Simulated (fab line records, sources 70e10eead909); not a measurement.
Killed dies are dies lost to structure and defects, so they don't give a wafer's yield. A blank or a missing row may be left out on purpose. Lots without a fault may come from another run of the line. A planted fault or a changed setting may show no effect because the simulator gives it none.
A struck lot beside a sound one | flow nand_harc | 14 steps out of a route of 1302
Sound: wafers L301.1, L301.4, L301.6. Struck: wafers L316.2, L316.6. (L316.3 of the same lot was not struck and is left out.) The cause comes at the end.
At each step with rows: each side's tool, then ch and its chambers, then its first start. Under that, the readings that differ: sound wafers | struck wafers | difference of the means | sigmas: that difference in standard deviations of wafers without a fault.
alike: readings whose means differ by less than 2 such deviations, and words and numbers that are the same on both sides. not compared: withheld readings, readings that some wafer has no value for, bounds like >300 that may hide the same value, and numbers for which the record gives no deviation and whose values overlap.
The two part at a step that has a row with sigmas, a row that says differs or no value, or rows on one side only. Numbers that don't overlap but have no deviation are shown without sigmas and don't part them. A reading that every wafer of one side lacks parts them only if that side has two wafers or more.

NHARC_A_BLC_PVD_32: deposits Ti, target thk 5 nm, time 17.7 s.
  sound on pvd_sputter-02; struck on pvd_sputter-01
  alike: throttle_valve_pct
NHARC_A_BLC_ALD_23: deposits TiN, target thk 3 nm, pulse time 1 s, ald cycles 150.
  sound on ald_metal-02 ch 2,3, day 23 06:49; struck on ald_metal-01 ch 1, day 28 19:08
  alike: heater_power_w, precursor_pulse_height_rel
NHARC_A_BLC_CVD_24: deposits W, target thk 150 nm, time 434 s.
  sound on cvd_w-02 ch 0,1; struck on cvd_w-01 ch 0,1
  reading            | sound          | struck    | difference | sigmas
  heater_power_w (W) | 522 471 519    | 424 411   | -86        | -2
  mfc_ar_sccm (sccm) | 1552 1560 1555 | 1567 1562 | +9         | +2
  alike: throttle_valve_pct
NHARC_A_BLC_CMP_25: polishes, t overpolish 30 s, target thk 150 nm.
  sound on cmp-04 ch 0,1,2, day 23 07:32; struck on cmp-04 ch 0,2, day 28 19:55
  alike: motor_current_A, overpolish_run_s, time_to_endpoint_s
then, 1 step without rows for these wafers: NHARC_A_BLC_SRD_27.
NHARC_A_BLC_INSPECT_28:
  sound on defect_inspect-01, day 23 07:56; struck on defect_inspect-01, day 28 20:16
  alike: raw_defect_count
then, 5 steps without rows for these wafers: NHARC_A_M0_DEP_00 (deposits SiOC, target thk 150 nm); NHARC_A_M0_DEHYDRATE_01 (time 120 s); NHARC_A_M0_HMDS_02 (time 30 s); NHARC_A_M0_COAT_33 (time 65 s); NHARC_A_M0_COAT_03 (resist thk 90 nm).
NHARC_A_M0_SOFTBAKE_04: time 55 s.
  sound on litho_track-06 ch 0, day 23 08:00; struck on litho_track-06 ch 0, day 28 20:00
  reading                  | sound                | struck        | difference | sigmas
  heater_power_total_W (W) | 188.48 188.46 188.31 | 208.15 207.81 | +19.56     | +99 or more
then, 1 step without rows for these wafers: NHARC_A_M0_EBR_05.
NHARC_END_SORT_01:
  sound on prober-02 ch 0, day 24 22:31; struck on prober-02 ch 0, day 30 13:15
  reading                  | sound     | struck | difference | sigmas
  defect_limited_yield (%) | 86 84 88  | 96 96  | +10        | +3
  killed_at_array          | 87 106 80 | 24 23  | -68        | -3
  killed_dies              | 94 110 83 | 27 27  | -69        | -3
  alike: killed_at_other, killed_at_periphery, killed_open, killed_short

WHERE THEY PART
First at NHARC_A_BLC_CVD_24; last, within this record, at NHARC_END_SORT_01.

WHY: what the simulator had put in
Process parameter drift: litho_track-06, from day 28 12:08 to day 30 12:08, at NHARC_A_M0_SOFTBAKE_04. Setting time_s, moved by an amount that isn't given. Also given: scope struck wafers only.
